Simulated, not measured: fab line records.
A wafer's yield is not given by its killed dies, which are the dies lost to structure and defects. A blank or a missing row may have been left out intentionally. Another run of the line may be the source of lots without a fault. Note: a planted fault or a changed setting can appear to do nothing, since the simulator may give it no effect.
Chamber matching	flow n5_finfet	N5_BEOL_M5_STRIP_19 on rie_diel-03: 4 sister chambers
The step strips in O2. 16 wafers are shown with their chamber, then 8 later ones without.

WAFERS, EACH WITH ITS CHAMBER
wafer	chamber	showerhead_plenum_p_Torr (Torr)	drypump_motor_current_A (A)	throttle_valve_pct (%)
L075.3	0	2.19	5.7	16.96
L075.4	1	2.11	5.8	16.90
L075.6	1	2.11	5.7	16.90
L080.1	2	2.01	5.5	16.94
L080.2	3	2.19	5.2	16.97
L080.4	0	2.19	5.7	16.95
L079.1	3	2.19	5.3	16.99
L079.3	2	2.01	5.5	16.97
L079.5	3	2.19	5.2	16.98
L084.3	0	2.18	5.6	16.98
L084.4	1	2.10	5.7	16.93
L084.6	0	2.18	5.7	16.98
L087.3	0	2.18	5.6	16.98
L087.4	3	2.18	5.2	17.02
L087.5	2	2.00	5.5	17.00
L090.2	3	2.18	5.2	17.02

SIGNATURES, as means of the wafers listed above
reading	chamber 0	chamber 1	chamber 2	chamber 3	scatter within a chamber
showerhead_plenum_p_Torr	2.1840	2.1067	2.0067	2.1860	0.00558
drypump_motor_current_A	5.660	5.733	5.500	5.220	0.0471
throttle_valve_pct	16.9700	16.9100	16.9700	16.9960	0.0211
Rule: a wafer's distance from a chamber is the root of the sum, over the readings, of the square of ((its reading less the chamber's mean) divided by the reading's scatter). If the next closest chamber is less than 2 further off than the closest, the wafer can't be placed; otherwise it belongs to the closest. The scatter: the root of (the sum of the squares of (reading less its chamber's mean) over the shown wafers, divided by (wafers less chambers)).

WAFERS MISSING THEIR CHAMBER
wafer	showerhead_plenum_p_Torr (Torr)	drypump_motor_current_A (A)	throttle_valve_pct (%)
L090.5	2.00	5.5	17.00
L090.6	2.09	5.8	16.95
L093.2	2.18	5.3	17.05
L093.4	2.00	5.5	17.01
L093.5	2.18	5.7	17.00
L096.2	2.18	5.7	17.01
L096.4	2.18	5.2	17.04
L096.5	2.09	5.7	16.99

CHAMBER TAKEN BY EACH
wafer	from the rows above	in truth
L090.5	2	2
L090.6	1	1
L093.2	3	3
L093.4	2	2
L093.5	0	0
L096.2	0	0
L096.4	3	3
L096.5	1	1
8 of 8 placed correctly. From these rows, 0 cannot be placed. 0 placed wrongly.
